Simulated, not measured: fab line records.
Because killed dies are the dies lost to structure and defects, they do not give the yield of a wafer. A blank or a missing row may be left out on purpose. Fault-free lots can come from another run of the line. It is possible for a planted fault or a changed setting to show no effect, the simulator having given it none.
Which tool was responsible? -- flow nand harc -- 11 lots, 33 wafers sampled, at 6 steps of a route of 1302

WHAT EACH GAUGE READ, for each wafer
NHARC_A_ONON_D2_THK_MEAS_18: measures by ellipsometry.
lot,measured,on,thk nm (nm)
L911,day 13 00:44,film metro-01,1026 1026 1028
L912,day 13 05:45,film metro-01,994 995 993
L914,day 13 15:49,film metro-01,1010 1008 1009
L916,day 15 00:17,film metro-01,1001 1003 1001
L915,day 15 00:17,film metro-02,1003 1002 1001
L918,day 16 09:10,film metro-01,982 979 981
L927,day 19 21:26,film metro-02,651 650 653 652 652 651
L930,day 20 08:32,film metro-01,1020 1022 1021
L929,day 20 08:32,film metro-02,635 634 634 636 634 634
L932,day 21 18:22,film metro-02,988 987 987
L933,day 22 15:55,film metro-01,988 988 989

NHARC_END_SORT_01.
lot,measured,on,killed at array,killed at other,killed at periphery,killed dies,killed open,killed short
L927,day 31 13:25,prober-01,676 673 675,0 1 0,1 3 2,677 677 677,4 4 4,4 5 2
L930,day 32 08:52,prober-01,89 71 70,1 0 0,5 1 4,95 72 74,1 4 3,0 2 1
L929,day 32 19:56,prober-01,674 672 674,0 0 1,3 5 2,677 677 677,4 3 3,1 3 5
L932,day 33 02:50,prober-02,51 46 45,3 2 3,1 4 3,55 52 51,2 5 2,2 4 3
L933,day 34 13:45,prober-01,35 44 39,0 0 0,1 10 6,36 54 45,2 4 3,4 6 2

WHICH TOOL RAN EACH LOT (tool, then ch and the chambers of the sampled wafers, then the start)
lot,NHARC_A_CHANNEL_FILL_D1_STRIP_29,NHARC_A_CHANNEL_FILL_D1_CMP_10,NHARC_A_DECK1_JOINT_ETCHBACK_07,NHARC_A_ONON_D2_DEP_16
L911,"rie diel-07 ch 0,1,3, day 11 00:43 or earlier","cmp-04 ch 1,2,3, day 11 00:43","rie si-06 ch 1,3, day 11 01:09","pecvd onon-03 ch 0, day 13 00:16"
L912,"rie diel-04 ch 1,2,3, day 11 08:55 or earlier","cmp-04 ch 0,1,3, day 11 08:55","rie si-01 ch 0,2,3, day 11 09:23","pecvd onon-03 ch 0, day 13 05:15"
L914,"rie diel-07 ch 1,2, day 11 17:31 or earlier","cmp-04 ch 0,2,3, day 11 17:31","rie si-05 ch 0,2, day 11 17:58","pecvd onon-02 ch 0, day 13 15:16"
L916,"rie diel-01 ch 0,1,2, day 13 01:52 or earlier","cmp-04 ch 0,1,2, day 13 01:52","rie si-06 ch 0,1,2, day 13 02:20","pecvd onon-03 ch 0, day 14 23:50"
L915,"rie diel-07 ch 0,1,3, day 13 01:52 or earlier","cmp-03 ch 0,1,3, day 13 01:52","rie si-01 ch 0,3, day 13 02:19","pecvd onon-02 ch 0, day 14 23:47"
L918,"rie diel-07 ch 0,1,2, day 14 08:03","cmp-02 ch 0,1,2, day 14 13:49","rie si-01 ch 0,2,3, day 14 14:17","pecvd onon-03 ch 0, day 16 08:40"
L927,"rie diel-04 ch 0,2,3, day 18 04:28 or earlier","cmp-03 ch 0,3, day 18 04:28","rie si-06 ch 0,1,2, day 18 04:56","pecvd onon-03 ch 0, day 19 20:56"
L930,"rie diel-04 ch 1,3, day 18 14:22 or earlier","cmp-03 ch 0,1,2, day 18 14:22","rie si-06 ch 0,1,2, day 18 14:52","pecvd onon-01 ch 0, day 20 08:02"
L929,"rie diel-01 ch 0,1, day 18 14:22 or earlier","cmp-02 ch 0,2,3, day 18 14:22","rie si-05 ch 0,1,2, day 18 14:51","pecvd onon-03 ch 0, day 20 08:08"
L932,"rie diel-01 ch 1,2,3, day 19 21:05 or earlier","cmp-03 ch 0,2, day 19 21:05","rie si-06 ch 0,1,3, day 19 21:33","pecvd onon-01 ch 0, day 21 17:50"
L933,"rie diel-07 ch 0,1,2, day 20 07:47 or earlier","cmp-02 ch 0,1,2, day 20 07:47","rie si-05 ch 1,3, day 20 08:15","pecvd onon-02 ch 0, day 22 15:27"
- NHARC_A_CHANNEL_FILL_D1_STRIP_29: strips in O2, time 20 s.
- NHARC_A_CHANNEL_FILL_D1_CMP_10: polishes, target thk 150 nm.
- NHARC_A_DECK1_JOINT_ETCHBACK_07: etches the open film in HBr, target depth 105 nm, time 26.9 s.
- NHARC_A_ONON_D2_DEP_16: target thk 1000 nm.

AS READ BY THE TOOLS THEMSELVES (means over the sampled wafers that have a number; for cases with no such wafer, the mark the record gives instead)
NHARC_A_CHANNEL_FILL_D1_STRIP_29.
lot,tool,drypump motor current A (A),oes product au (a.u.),rf vpp V (V),showerhead plenum p Torr (Torr),throttle valve pct (%)
L911,rie diel-07,5.7,0.995,57.6,3.49,17.027
L912,rie diel-04,5.5,0.984,57.8,3.38,17.048
L914,rie diel-07,6.2,1.003,58.6,3.71,17.040
L916,rie diel-01,5.7,0.998,57.1,3.48,17.043
L915,rie diel-07,5.7,1.002,57.3,3.48,17.042
L918,rie diel-07,5.8,0.994,57.7,3.56,17.040
L927,rie diel-04,5.5,1.001,57.8,3.49,17.035
L930,rie diel-04,5.5,1.003,58.3,3.38,17.031
L929,rie diel-01,5.8,0.990,57.3,3.45,17.044
L932,rie diel-01,6.0,0.998,58.0,3.59,17.042
L933,rie diel-07,5.8,0.988,56.6,3.55,17.038

NHARC_A_CHANNEL_FILL_D1_CMP_10.
lot,tool,motor current A (A),slurry filter dp kPa (kPa),time to endpoint s (s)
L911,cmp-04,11.3,13.42,14.3
L912,cmp-04,12.3,13.49,12.2
L914,cmp-04,11.7,13.58,13.7
L916,cmp-04,11.4,13.56,13.9
L915,cmp-03,11.0,13.46,16.2
L918,cmp-02,13.1,13.45,15.4
L927,cmp-03,11.6,13.64,12.3
L930,cmp-03,10.3,13.44,16.5
L929,cmp-02,12.2,13.47,16.6
L932,cmp-03,11.6,13.45,17.7
L933,cmp-02,13.0,13.46,11.6

NHARC_A_DECK1_JOINT_ETCHBACK_07.
lot,tool,drypump motor current A (A),hbr flow sccm (sccm),oes product au (a.u.),throttle valve pct (%)
L911,rie si-06,5.5,149.8,0.999,23.265
L912,rie si-01,6.2,149.9,0.991,23.259
L914,rie si-05,5.8,150.2,0.999,23.263
L916,rie si-06,5.8,150.0,0.988,23.272
L915,rie si-01,6.3,150.3,0.988,23.275
L918,rie si-01,6.2,150.3,0.996,23.263
L927,rie si-06,5.8,149.7,1.000,23.272
L930,rie si-06,5.9,150.1,0.998,23.272
L929,rie si-05,5.9,150.2,0.997,23.262
L932,rie si-06,5.9,150.1,1.000,23.263
L933,rie si-05,5.5,149.6,0.997,23.269

THE ANSWER, worked out from the rows above alone
Rule: the lots themselves supply what counts as usual. Put in order of their means at a reading, lots are off if they are a third of the lots or fewer, leave a main group of 4 or more, and stand apart from it by a gap of 3 or more times the standard deviation of the main group's means; of several such gaps the widest counts. Not used: any main group whose means are identical at the precision the tables above print for the reading. Also off: a lot with no number at a reading for which 4 or more lots have one. The other lots that the step has rows for count as sound. First the gauges in route order, then the tools' own readings, where a lot's mean is used as printed above. At the first step where some lot is off, the reading lying furthest off is the one used; lots without a number count as furthest.
Off at NHARC_A_ONON_D2_THK_MEAS_18 (thk nm): L927, L929. The main group has a mean of 1001 nm with a standard deviation of 15.
If a tool, at a process step before that reading, ran all the lots that are off and no sound lot after the first of them, it fits. Gauges at NHARC_A_ONON_D2_THK_MEAS_18: tried the same way as those tools. NHARC_A_CHANNEL_FILL_D1_STRIP_29: start missing for some lots; hours and lot order therefore follow NHARC_A_CHANNEL_FILL_D1_CMP_10. One candidate fits, namely pecvd onon-03 at NHARC_A_ONON_D2_DEP_16. A fault onset in the window from L918 (day 16 08:40, its last sound lot) to L927 (day 19 20:56, its first lot off) fits.

WHAT HAD BEEN PUT IN BY THE SIMULATOR
pecvd onon-03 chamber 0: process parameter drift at NHARC_A_ONON_D2_DEP_16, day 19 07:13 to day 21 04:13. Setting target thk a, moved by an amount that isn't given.
Lots struck among those shown: L927, L929. Same finding as the rule above.
